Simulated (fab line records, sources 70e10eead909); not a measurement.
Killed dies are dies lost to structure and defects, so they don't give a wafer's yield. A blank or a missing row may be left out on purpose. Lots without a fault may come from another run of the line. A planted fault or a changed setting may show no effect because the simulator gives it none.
fab line records | flow nand_harc
record lots=24 wafers=72 last_day=34
route steps=1302 shown P_BONDPAD@375 A_CHANNEL_HOLE_D1@468 A_CHANNEL_FILL_D1@493
lots that met no fault: from a run of the same line without faults
start_h: hours from the record's first day to the start of the lot's first wafer shown | wait_h: hours since the lot's step before | " the same as in the row above | L1.1+2: a row that stands for several wafers | - no value, or no start given | * or withheld: withheld | < > ~ a bound
route shown NAME@n: a module of which the file shows steps, and the number in the route of the first | usual: mean/standard deviation of fault-free wafers | same: alike in all rows | chamber/n: place in a boat | sites: the reading at each site | _std_site: their standard deviation | _edge_site: outer sites' mean less inner sites' | radius_mm: how far each site lies from the wafer's centre | mask NAME#n: copy n | behind: the tool/chamber that last shaped the wafer | hold: why the lot was held/for how many hours/how that ended | device: the transistor (n, p or np) that didn't switch | end of line: the same wafers' tests at the end of the route | a step without rows: its recipe alone | killed: dies lost to structure and defects at the first sort, not the wafer's yield | map: a wafer's dies, x killed, . not, _ none there
set.NAME: the setting as run; set.NAME@STEP: as run at that earlier step | model.NAME: the simulator's own value behind a step, which no gauge read
steps of the route over a sample of lots; a table a step, a row a wafer
services: from which hour (start_h, from the record's first day; less than 0 if before it) a tool's chamber was out of use, for how many hours, and why
## steps
# step NHARC_P_BONDPAD_PRE_CLEAN_26
# recipe time_s=30 temp_c=280 gas=H2/He
# usual heater_power_w=400/48
# columns lot.wafer tool chamber start_h wait_h heater_power_w
L074.1 pvd_sputter-02 - - - 466
L074.5 " - " " 338
L074.6 " - " " 384
L075.1 pvd_sputter-02 - - - 384
L075.2 " - " " 408
L075.6 " - " " 450
L076.4 pvd_sputter-03 - - - 396
L076.2 " - " " 391
L076.5 " - " " 364
L077.1 pvd_sputter-01 - - - 336
L077.3 " - " " 438
L077.6 " - " " 335
L078.4 pvd_sputter-02 - - - 442
L078.3 " - " " 411
L078.6 " - " " 400
L079.4 pvd_sputter-01 - - - 501
L079.2 " - " " 439
L079.6 " - " " 341
L080.4 pvd_sputter-03 - - - 368
L080.3 " - " " 400
L080.5 " - " " 374
L081.1 pvd_sputter-03 - - - 364
L081.2 " - " " 390
L081.6 " - " " 371
L082.2 pvd_sputter-01 - - - 327
L082.1 " - " " 523
L082.6 " - " " 334
L083.3 pvd_sputter-02 - - - 341
L083.4 " - " " 451
L083.5 " - " " 343
L084.2 pvd_sputter-02 - - - 340
L084.3 " - " " 450
L084.5 " - " " 381
L085.2 pvd_sputter-02 - - - 387
L085.6 " - " " 374
L085.5 " - " " 467
L086.3 pvd_sputter-02 - - - 334
L086.4 " - " " 458
L086.5 " - " " 342
L088.2 pvd_sputter-01 - - - 322
L088.3 " - " " 435
L088.5 " - " " 421
L087.2 pvd_sputter-03 - - - 378
L087.1 " - " " 450
L087.5 " - " " 459
L089.2 pvd_sputter-01 - - - 350
L089.4 " - " " 427
L089.6 " - " " 325
L090.1 pvd_sputter-02 - - - 344
L090.3 " - " " 378
L090.6 " - " " 336
L091.2 pvd_sputter-03 - - - 386
L091.1 " - " " 374
L091.5 " - " " 446
L092.3 pvd_sputter-01 - - - 334
L092.1 " - " " 437
L092.6 " - " " 332
L093.3 pvd_sputter-02 - - - 365
L093.1 " - " " 344
L093.6 " - " " 465
L094.1 pvd_sputter-02 - - - 384
L094.4 " - " " 482
L094.5 " - " " 342
L095.1 pvd_sputter-03 - - - 389
L095.3 " - " " 448
L095.6 " - " " 358
L096.2 pvd_sputter-02 - - - 385
L096.4 " - " " 462
L096.6 " - " " 383
L097.1 pvd_sputter-03 - - - 358
L097.3 " - " " 429
L097.5 " - " " 370
# step NHARC_P_BONDPAD_CMP_19
# recipe t_overpolish_s=30 cu_recess_touch_s=16 target_thk_nm=160.81
# usual motor_current_A=12.1/1.5 overpolish_run_s=30.000/0.0085
# columns lot.wafer tool chamber start_h wait_h motor_current_A overpolish_run_s
L074.1 cmp-01 1 139.81 - 11.1 29.993
L074.5 " 3 " " 13.7 30.008
L074.6 " 0 " " 11.1 30.010
L075.1 cmp-01 1 145.45 - 11.5 29.995
L075.2 " 2 " " 11.1 30.012
L075.6 " 1 " " 11.7 29.999
L076.2 cmp-01 1 157.85 - 11.1 29.999
L076.4 " 3 " " 13.0 29.983
L076.5 " 1 " " 11.8 29.992
L077.1 cmp-04 0 172.27 - 14.7 29.997
L077.3 " 3 " " 11.9 29.995
L077.6 " 1 " " 12.9 29.992
L078.3 cmp-03 2 178.95 - 10.1 30.002
L078.4 " 0 " " 11.0 29.994
L078.6 " 2 " " 10.0 29.999
L079.4 cmp-04 1 192.85 - 13.2 30.003
L079.2 " 2 " " 10.9 30.008
L079.6 " 2 " " 11.1 29.998
L080.3 cmp-04 1 194.76 - 13.2 29.992
L080.4 " 2 " " 11.4 30.001
L080.5 " 0 " " 14.6 30.006
L081.2 cmp-03 3 209.91 - 11.7 30.012
L081.1 " 0 " " 11.0 29.993
L081.6 " 1 " " 12.5 29.988
L082.1 cmp-01 0 226.51 - 11.1 29.997
L082.2 " 2 " " 10.8 29.996
L082.6 " 1 " " 11.6 30.000
L083.3 cmp-03 3 231.40 - 12.0 30.016
L083.4 " 0 " " 11.2 30.004
L083.5 " 0 " " 10.9 30.012
L084.2 cmp-04 1 246.23 - 14.0 29.995
L084.3 " 2 " " 11.0 30.018
L084.5 " 1 " " 14.1 30.008
L085.2 cmp-04 1 257.09 - 15.1 30.012
L085.5 " 2 " " 11.2 30.002
L085.6 " 3 " " 11.9 30.008
L086.3 cmp-04 3 262.52 - 11.6 29.994
L086.4 " 0 " " 14.9 30.001
L086.5 " 3 " " 11.6 29.997
L088.2 cmp-04 0 278.40 - 14.8 29.997
L088.3 " 1 " " 14.3 29.979
L088.5 " 1 " " 13.0 29.997
L087.1 cmp-03 3 281.38 - 11.7 30.000
L087.2 " 0 " " 11.5 29.990
L087.5 " 3 " " 11.9 30.005
L089.4 cmp-03 3 284.22 - 11.4 30.007
L089.2 " 0 " " 10.3 29.987
L089.6 " 2 " " 9.7 29.991
L090.1 cmp-03 0 293.49 - 10.8 30.006
L090.3 " 1 " " 11.6 30.000
L090.6 " 3 " " 11.8 30.012
L091.1 cmp-04 1 306.55 - 13.5 30.015
L091.2 " 2 " " 10.8 29.999
L091.5 " 1 " " 13.9 29.999
L092.3 cmp-01 0 320.08 - 11.8 29.999
L092.1 " 2 " " 11.4 30.003
L092.6 " 0 " " 11.2 30.018
L093.3 cmp-04 1 328.82 - 14.1 30.005
L093.1 " 2 " " 11.5 29.999
L093.6 " 0 " " 15.4 30.005
L094.1 cmp-04 1 339.64 - 13.7 29.990
L094.4 " 2 " " 10.6 29.994
L094.5 " 0 " " 13.9 29.998
L095.3 cmp-03 0 345.94 - 11.2 29.999
L095.1 " 2 " " 9.7 30.003
L095.6 " 3 " " 12.0 30.008
L096.4 cmp-01 2 361.99 - 11.3 29.994
L096.2 " 3 " " 13.7 29.992
L096.6 " 0 " " 11.6 29.997
L097.3 cmp-04 0 370.64 - 14.2 29.987
L097.1 " 2 " " 11.1 29.992
L097.5 " 0 " " 15.4 29.986
# step NHARC_P_BONDPAD_ACTIVATE_29
# recipe time_s=60 n2_flow_sccm=200 ar_flow_sccm=0 bias_power_w=0 chemistry=N2
# usual drypump_motor_current_A=5.7/0.5 oes_product_au=1.001/0.01 rf_vpp_V=64.0/0.84 showerhead_plenum_p_Torr=1.74/0.073
# columns lot.wafer tool chamber start_h wait_h drypump_motor_current_A oes_product_au rf_hours_counter_h rf_vpp_V showerhead_plenum_p_Torr
L074.1 rie_diel-08 1 140.39 0.1 5.0 1.004 8.2 64.3 1.74
L074.6 " 3 " " 5.7 1.002 - 65.3 1.85
L074.5 " 0 " " 5.6 1.007 - 63.6 1.71
L075.2 rie_diel-08 1 146.07 0.1 5.0 1.004 8.4 63.3 1.74
L075.1 " 3 " " 5.7 1.000 6.5 64.8 1.85
L075.6 " 1 " " 5.0 1.018 - 64.3 1.74
L076.2 rie_diel-08 1 158.49 0.1 5.0 1.014 9.3 64.7 1.74
L076.5 " 3 " " 5.6 0.999 - 63.7 1.85
L076.4 " 0 " " 5.6 1.002 - 63.9 1.71
L077.3 rie_diel-08 0 172.89 0.1 5.6 0.996 9.6 64.9 1.71
L077.1 " 1 " " 5.0 0.998 10.0 65.4 1.74
L077.6 " 0 " " 5.6 1.003 - 64.1 1.71
L078.4 rie_diel-11 1 179.54 0.1 6.5 0.998 3.0 64.1 1.89
L078.3 " 2 " " 5.2 1.004 3.0 64.1 1.67
L078.6 " 2 " " 5.2 1.000 - 62.5 1.67
L079.2 rie_diel-11 0 193.47 0.1 5.7 0.977 3.3 65.3 1.72
L079.4 " 1 " " 6.5 0.975 3.4 63.6 1.89
L079.6 " 3 " " 6.2 1.006 - 65.9 1.72
L080.4 rie_diel-09 3 195.31 0.1 6.8 1.009 1.5 63.7 1.80
L080.3 " 0 " " 5.6 0.997 1.7 63.2 1.70
L080.5 " 2 " " 5.0 0.988 - 65.5 1.72
L081.1 rie_diel-11 2 210.45 0.1 5.2 0.997 3.5 64.4 1.67
L081.2 " 1 " " 6.5 0.980 3.5 64.5 1.89
L081.6 " 2 " " 5.2 1.001 - 61.6 1.67
L082.2 rie_diel-11 1 227.12 0.1 6.5 0.979 3.9 64.6 1.89
L082.1 " 2 " " 5.2 1.005 3.9 63.7 1.67
L082.6 " 2 " " 5.2 1.002 - 63.0 1.67
L083.4 rie_diel-08 1 232.01 0.1 5.0 1.009 1.9 63.5 1.74
L083.3 " 2 " " 5.5 0.995 2.1 64.4 1.67
L083.5 " 0 " " 5.6 1.010 - 64.2 1.71
L084.2 rie_diel-09 3 246.82 0.1 6.8 1.013 5.8 64.7 1.80
L084.3 " 1 " " 5.8 1.007 5.2 63.2 1.64
L084.5 " 1 " " 5.8 1.007 - 64.1 1.64
L085.2 rie_diel-08 2 257.63 0.1 5.5 1.008 4.0 62.1 1.67
L085.6 " 0 " " 5.6 1.010 - 62.4 1.71
L085.5 " 1 " " 5.0 1.014 - 65.5 1.74
L086.3 rie_diel-09 1 263.08 0.1 5.8 1.003 6.7 62.8 1.64
L086.4 " 1 " " 5.8 0.991 - 63.7 1.64
L086.5 " 3 " " 6.9 1.010 - 64.4 1.80
L088.3 rie_diel-11 3 279.00 0.1 6.2 0.996 0.9 63.1 1.72
L088.2 " 1 " " 6.5 0.981 0.7 63.5 1.89
L088.5 " 0 " " 5.7 1.003 - 63.8 1.72
L087.1 rie_diel-08 0 281.94 0.1 5.6 1.005 5.2 63.9 1.71
L087.2 " 2 " " 5.5 0.999 5.4 63.9 1.67
L087.5 " 0 " " 5.6 1.018 - 64.1 1.71
L089.2 rie_diel-08 0 284.76 0.1 5.6 1.012 5.3 63.0 1.71
L089.6 " 0 " " 5.6 1.012 - 63.9 1.71
L089.4 " 3 " " 5.7 1.009 - 64.0 1.85
L090.3 rie_diel-09 3 294.09 0.1 6.8 0.989 9.3 64.8 1.80
L090.1 " 1 " " 5.8 0.999 8.8 63.2 1.64
L090.6 " 3 " " 6.8 0.995 - 63.0 1.80
L091.2 rie_diel-08 0 307.17 0.1 5.6 1.012 6.0 63.4 1.71
L091.1 " 1 " " 5.0 1.019 5.4 62.4 1.74
L091.5 " 0 " " 5.6 1.012 - 64.3 1.71
L092.1 rie_diel-11 2 320.67 0.1 5.2 1.002 2.0 65.2 1.66
L092.3 " 0 " " 5.7 0.985 1.9 63.7 1.72
L092.6 " 3 " " 6.2 0.993 - 64.1 1.72
L093.1 rie_diel-08 2 329.40 0.1 5.5 1.010 7.3 64.9 1.67
L093.3 " 0 " " 5.6 1.008 7.3 64.2 1.71
L093.6 " 2 " " 5.5 1.003 - 64.7 1.67
L094.1 rie_diel-09 3 340.20 0.1 6.8 0.993 1.2 64.6 1.80
L094.4 " 0 " " 5.7 0.975 0.1 65.0 1.70
L094.5 " 2 " " 5.0 0.993 - 64.3 1.71
L095.1 rie_diel-11 2 346.53 0.1 5.2 0.990 2.7 64.3 1.66
L095.3 " 0 " " 5.7 1.007 2.4 64.7 1.72
L095.6 " 1 " " 6.5 0.984 - 65.4 1.89
L096.2 rie_diel-08 2 362.55 0.1 5.5 1.009 10.3 64.1 1.67
L096.4 " 0 " " 5.6 0.997 10.4 63.4 1.71
L096.6 " 3 " " 5.6 1.003 - 63.9 1.85
L097.3 rie_diel-09 0 371.24 0.1 5.7 0.983 1.3 64.5 1.70
L097.1 " 3 " " 6.8 0.984 4.8 64.2 1.80
L097.5 " 0 " " 5.7 0.993 - 65.7 1.70
# step NHARC_A_CHANNEL_HOLE_D1_ETCH_34
# recipe target_depth_a=1540 time_s=77 cf4_flow_sccm=100 chf3_flow_sccm=30 ar_flow_sccm=0 rf_w=500 bias_w=200 chemistry=CF4/CHF3
# usual drypump_motor_current_A=5.7/0.34 oes_product_au=0.949/0.026 rf_vpp_V=370.5/2.5 showerhead_plenum_p_Torr=1.58/0.072 throttle_valve_pct=16.802/0.0094
# columns lot.wafer tool chamber start_h wait_h drypump_motor_current_A oes_product_au rf_hours_counter_h rf_vpp_V showerhead_plenum_p_Torr throttle_valve_pct
L074.1 rie_diel-05 0 - - 5.5 0.903 13 372.1 1.64 16.798
L074.5 " 0 " " 5.5 0.901 - 372.7 1.64 16.787
L074.6 " 1 " " 5.5 0.973 - 369.0 1.51 16.815
L075.2 rie_diel-03 0 - - 4.9 0.972 27 369.0 1.56 16.801
L075.1 " 1 " " 6.3 0.969 23 373.1 1.64 16.814
L075.6 " 0 " " 4.8 0.973 - 370.1 1.56 16.793
L076.4 rie_diel-07 1 - - 5.4 0.957 24 366.8 1.49 16.789
L076.2 " 3 " " 5.8 0.940 28 374.9 1.68 16.801
L076.5 " 1 " " 5.4 0.954 - 366.3 1.49 16.822
L077.3 rie_diel-07 0 - - 5.9 0.917 31 373.5 1.69 16.801
L077.1 " 3 " " 5.8 0.919 32 374.5 1.67 16.809
L077.6 " 1 " " 5.4 0.926 - 367.2 1.49 16.797
L078.3 rie_diel-03 0 - - 4.8 0.923 38 370.3 1.56 16.808
L078.4 " 1 " " 6.3 0.919 34 372.2 1.63 16.796
L078.6 " 0 " " 4.8 0.915 - 369.0 1.56 16.790
L080.4 rie_diel-03 3 - - 5.8 0.984 32 370.3 1.57 16.810
L080.3 " 0 " " 4.8 0.959 41 369.7 1.56 16.800
L080.5 " 1 " " 6.3 0.962 - 371.9 1.63 16.800
L079.4 rie_diel-07 2 - - 5.9 0.981 34 371.6 1.63 16.795
L079.2 " 1 " " 5.5 0.967 35 367.8 1.49 16.804
L079.6 " 3 " " 5.8 0.959 - 372.7 1.67 16.786
L081.1 rie_diel-03 2 - - 6.2 0.930 39 367.8 1.47 16.811
L081.2 " 3 " " 5.8 0.984 35 370.3 1.57 16.787
L081.6 " 3 " " 5.8 0.988 - 370.7 1.57 16.802
L082.1 rie_diel-05 3 - - 5.6 0.974 1 371.7 1.60 16.782
L082.2 " 1 " " 5.6 0.960 2 369.6 1.50 16.817
L082.6 " 2 " " 6.2 0.975 - 368.3 1.51 16.795
L083.4 rie_diel-05 3 - - 5.5 0.981 3 370.8 1.60 16.806
L083.3 " 1 " " 5.5 0.959 3 367.1 1.50 16.797
L083.5 " 3 " " 5.6 0.979 - 371.2 1.60 16.812
L084.3 rie_diel-05 2 - - 6.2 0.948 4 367.9 1.51 16.804
L084.2 " 0 " " 5.5 0.934 4 371.1 1.64 16.796
L084.5 " 2 " " 6.2 0.948 - 368.1 1.51 16.793
L085.2 rie_diel-05 1 - - 5.5 0.918 5 367.2 1.50 16.806
L085.6 " 1 " " 5.5 0.919 - 368.3 1.50 16.804
L085.5 " 2 " " 6.1 0.932 - 368.8 1.51 16.815
L086.3 rie_diel-05 3 - - 5.6 0.943 5 372.3 1.60 16.786
L086.4 " 1 " " 5.5 0.914 5 368.7 1.50 16.797
L086.5 " 3 " " 5.6 0.935 - 371.2 1.60 16.798
L088.2 rie_diel-03 2 - - 6.2 0.969 9 367.3 1.47 16.803
L088.3 " 0 " " 4.8 0.938 6 370.0 1.56 16.789
L088.5 " 2 " " 6.2 0.959 - 366.4 1.47 16.804
L087.1 rie_diel-05 2 - - 6.2 0.934 6 366.7 1.51 16.803
L087.2 " 0 " " 5.5 0.921 7 374.0 1.63 16.814
L087.5 " 1 " " 5.5 0.910 - 368.9 1.50 16.807
L089.4 rie_diel-07 1 - - 5.4 0.976 3 367.8 1.48 16.806
L089.2 " 3 " " 5.8 0.984 4 372.8 1.67 16.796
L089.6 " 1 " " 5.5 0.970 - 367.6 1.48 16.792
L090.1 rie_diel-07 3 - - 5.8 0.966 8 373.2 1.66 16.781
L090.3 " 1 " " 5.5 0.933 9 367.8 1.48 16.795
L090.6 " 2 " " 5.9 0.960 - 373.0 1.63 16.809
L091.1 rie_diel-05 2 - - 6.1 0.928 9 368.5 1.51 16.804
L091.2 " 3 " " 5.6 0.924 9 371.8 1.60 16.811
L091.5 " 2 " " 6.2 0.923 - 370.2 1.51 16.810
L092.1 rie_diel-05 2 - - 6.1 0.955 10 368.3 1.50 16.825
L092.3 " 3 " " 5.6 0.964 11 371.6 1.60 16.808
L092.6 " 0 " " 5.5 0.969 - 374.1 1.63 16.816
L093.3 rie_diel-05 0 - - 5.5 0.921 11 373.3 1.63 16.799
L093.1 " 1 " " 5.5 0.924 11 367.4 1.50 16.808
L093.6 " 3 " " 5.5 0.933 - 370.2 1.60 16.812
L094.1 rie_diel-07 0 - - 5.9 0.915 21 375.0 1.68 16.810
L094.4 " 0 " " 5.9 0.921 - 373.8 1.68 16.788
L094.5 " 2 " " 5.9 0.941 - 372.3 1.62 16.807
L095.3 rie_diel-07 2 - - 5.9 1.004 28 372.2 1.62 16.792
L095.1 " 3 " " 5.9 0.982 24 374.7 1.66 16.804
L095.6 " 0 " " 5.9 0.960 - 372.9 1.68 16.789
L096.2 rie_diel-05 0 - - 5.5 0.926 14 372.8 1.63 16.803
L096.4 " 1 " " 5.6 0.911 13 367.7 1.50 16.789
L096.6 " 3 " " 5.6 0.935 - 370.7 1.60 16.797
L097.3 rie_diel-07 1 - - 5.5 0.978 33 367.6 1.47 16.807
L097.1 " 0 " " 6.0 0.967 29 373.4 1.68 16.785
L097.5 " 1 " " 5.5 0.967 - 365.9 1.47 16.790
# step NHARC_A_CHANNEL_FILL_D1_ALD_03
# recipe target_thk_a=60 pulse_time_s=60 ald_cycles=58 temp_c=630 pressure_torr=2 material=SiNx
# usual precursor_pulse_height_rel=1.000/0.018
# columns lot.wafer tool chamber start_h wait_h precursor_pulse_height_rel
L074.1 ald_sin_batch-02 0 - - 1.015
L074.5 " 0 " " 1.004
L074.6 " 0 " " 0.994
L075.1 ald_sin_batch-02 0 - - 1.015
L075.2 " 0 " " 0.992
L075.6 " 0 " " 1.023
L076.2 ald_sin_batch-01 0 - - 0.987
L076.4 " 0 " " 1.014
L076.5 " 0 " " 1.017
L077.1 ald_sin_batch-03 0 - - 0.968
L077.3 " 0 " " 1.019
L077.6 " 0 " " 0.982
L078.3 ald_sin_batch-03 0 - - 0.989
L078.4 " 0 " " 1.015
L078.6 " 0 " " 1.013
L079.2 ald_sin_batch-01 0 - - 1.000
L079.4 " 0 " " 1.039
L079.6 " 0 " " 0.996
L080.3 ald_sin_batch-01 0 - - 0.977
L080.4 " 0 " " 0.983
L080.5 " 0 " " 0.997
L081.1 ald_sin_batch-02 0 - - 0.968
L081.2 " 0 " " 0.980
L081.6 " 0 " " 1.030
L082.1 ald_sin_batch-01 0 - - 1.006
L082.2 " 0 " " 1.008
L082.6 " 0 " " 0.990
L083.3 ald_sin_batch-03 0 - - 0.985
L083.4 " 0 " " 0.973
L083.5 " 0 " " 1.028
L084.2 ald_sin_batch-01 0 - - 1.020
L084.3 " 0 " " 1.002
L084.5 " 0 " " 0.999
L085.2 ald_sin_batch-03 0 - - 0.998
L085.5 " 0 " " 1.010
L085.6 " 0 " " 0.997
L086.3 ald_sin_batch-01 0 - - 1.012
L086.4 " 0 " " 0.986
L086.5 " 0 " " 1.003
L087.1 ald_sin_batch-02 0 - - 1.019
L087.2 " 0 " " 1.019
L087.5 " 0 " " 1.011
L088.2 ald_sin_batch-02 0 - - 1.031
L088.3 " 0 " " 0.961
L088.5 " 0 " " 1.025
L089.2 ald_sin_batch-02 0 - - 0.994
L089.4 " 0 " " 1.001
L089.6 " 0 " " 0.990
L090.1 ald_sin_batch-03 0 - - 0.995
L090.3 " 0 " " 0.985
L090.6 " 0 " " 1.007
L091.1 ald_sin_batch-01 0 - - 0.989
L091.2 " 0 " " 1.028
L091.5 " 0 " " 0.989
L092.1 ald_sin_batch-03 0 - - 1.014
L092.3 " 0 " " 1.013
L092.6 " 0 " " 1.001
L093.1 ald_sin_batch-02 0 - - 1.049
L093.3 " 0 " " 0.994
L093.6 " 0 " " 1.018
L094.1 ald_sin_batch-01 0 - - 1.002
L094.4 " 0 " " 1.028
L094.5 " 0 " " 1.026
L095.1 ald_sin_batch-02 0 - - 1.027
L095.3 " 0 " " 1.018
L095.6 " 0 " " 0.972
L096.2 ald_sin_batch-02 0 - - 1.026
L096.4 " 0 " " 0.979
L096.6 " 0 " " 1.018
L097.1 ald_sin_batch-01 0 - - 1.012
L097.3 " 0 " " 0.999
L097.5 " 0 " " 0.960
# step NHARC_A_CHANNEL_FILL_D1_ALD_15
# recipe target_thk_a=20 pulse_time_s=60 ald_cycles=19 temp_c=630 pressure_torr=2 material=SiNx
# usual precursor_pulse_height_rel=0.998/0.019
# columns lot.wafer tool chamber start_h wait_h precursor_pulse_height_rel
L074.1 ald_sin_batch-03 0 - - 0.997
L074.5 " 0 " " 0.998
L074.6 " 0 " " 0.987
L075.1 ald_sin_batch-02 0 - - 1.034
L075.2 " 0 " " 0.966
L075.6 " 0 " " 0.972
L076.2 ald_sin_batch-01 0 222.50 3.1 0.991
L076.4 " 0 " " 1.007
L076.5 " 0 " " 0.975
L077.1 ald_sin_batch-02 0 232.76 3.2 1.007
L077.3 " 0 " " 1.003
L077.6 " 0 " " 0.999
L078.3 ald_sin_batch-02 0 - - 1.018
L078.4 " 0 " " 0.981
L078.6 " 0 " " 1.032
L079.2 ald_sin_batch-01 0 - - 1.026
L079.4 " 0 " " 0.989
L079.6 " 0 " " 0.989
L080.3 ald_sin_batch-01 0 - - 1.009
L080.4 " 0 " " 0.990
L080.5 " 0 " " 1.009
L081.1 ald_sin_batch-03 0 - - 0.998
L081.2 " 0 " " 0.995
L081.6 " 0 " " 1.002
L082.1 ald_sin_batch-03 0 - - 1.016
L082.2 " 0 " " 0.991
L082.6 " 0 " " 1.039
L083.3 ald_sin_batch-02 0 - - 0.993
L083.4 " 0 " " 0.994
L083.5 " 0 " " 0.989
L084.2 ald_sin_batch-02 0 - - 0.985
L084.3 " 0 " " 0.993
L084.5 " 0 " " 0.995
L085.2 ald_sin_batch-01 0 - - 1.012
L085.5 " 0 " " 0.988
L085.6 " 0 " " 0.987
L086.3 ald_sin_batch-01 0 - - 0.990
L086.4 " 0 " " 1.016
L086.5 " 0 " " 0.991
L087.1 ald_sin_batch-01 0 - - 0.977
L087.2 " 0 " " 1.011
L087.5 " 0 " " 1.001
L088.2 ald_sin_batch-01 0 - - 1.002
L088.3 " 0 " " 0.970
L088.5 " 0 " " 0.977
L089.2 ald_sin_batch-02 0 - - 1.002
L089.4 " 0 " " 1.010
L089.6 " 0 " " 1.035
L090.1 ald_sin_batch-02 0 - - 1.000
L090.3 " 0 " " 1.028
L090.6 " 0 " " 1.003
L091.1 ald_sin_batch-01 0 363.87 3.3 0.983
L091.2 " 0 " " 1.015
L091.5 " 0 " " 0.994
L092.1 ald_sin_batch-03 0 - - 0.969
L092.3 " 0 " " 1.012
L092.6 " 0 " " 0.990
L093.1 ald_sin_batch-01 0 - - 1.022
L093.3 " 0 " " 1.017
L093.6 " 0 " " 1.019
L094.1 ald_sin_batch-01 0 - - 0.987
L094.4 " 0 " " 1.008
L094.5 " 0 " " 0.976
L095.1 ald_sin_batch-03 0 - - 1.008
L095.3 " 0 " " 1.002
L095.6 " 0 " " 0.961
L096.2 ald_sin_batch-02 0 - - 0.990
L096.4 " 0 " " 1.032
L096.6 " 0 " " 1.010
L097.1 ald_sin_batch-01 0 - - 1.024
L097.3 " 0 " " 0.997
L097.5 " 0 " " 0.999
## services
# columns tool chamber start_h hours kind
rie_diel-08 0 125.06 8.9 repair
ald_sin_batch-01 - 126.99 8.9 repair
rie_diel-05 1 128.12 20.4 repair
cmp-04 - 147.12 2.0 repair
rie_diel-08 2 155.93 4.1 repair
rie_diel-05 0 168.87 4.4 repair
rie_diel-08 - 190.90 9.0 pm
cmp-04 - 209.00 4.0 pm
rie_diel-05 - 229.60 9.0 pm
ald_sin_batch-02 - 267.25 26.0 pm
cmp-04 - 270.01 2.3 repair
rie_diel-08 1 274.06 19.3 repair
pvd_sputter-02 - 282.00 10.0 pm
rie_diel-08 3 286.08 7.2 repair
rie_diel-08 1 295.83 5.6 repair
cmp-04 - 307.08 4.0 pm
cmp-04 - 313.79 2.9 repair
rie_diel-08 - 367.90 9.0 pm
cmp-04 - 368.86 1.1 repair
rie_diel-05 - 376.02 0.3 repair
rie_diel-08 - 384.46 0.8 repair
rie_diel-08 0 392.94 8.6 repair
cmp-04 - 405.08 4.0 pm
rie_diel-05 - 406.67 9.0 pm
## key
fault none
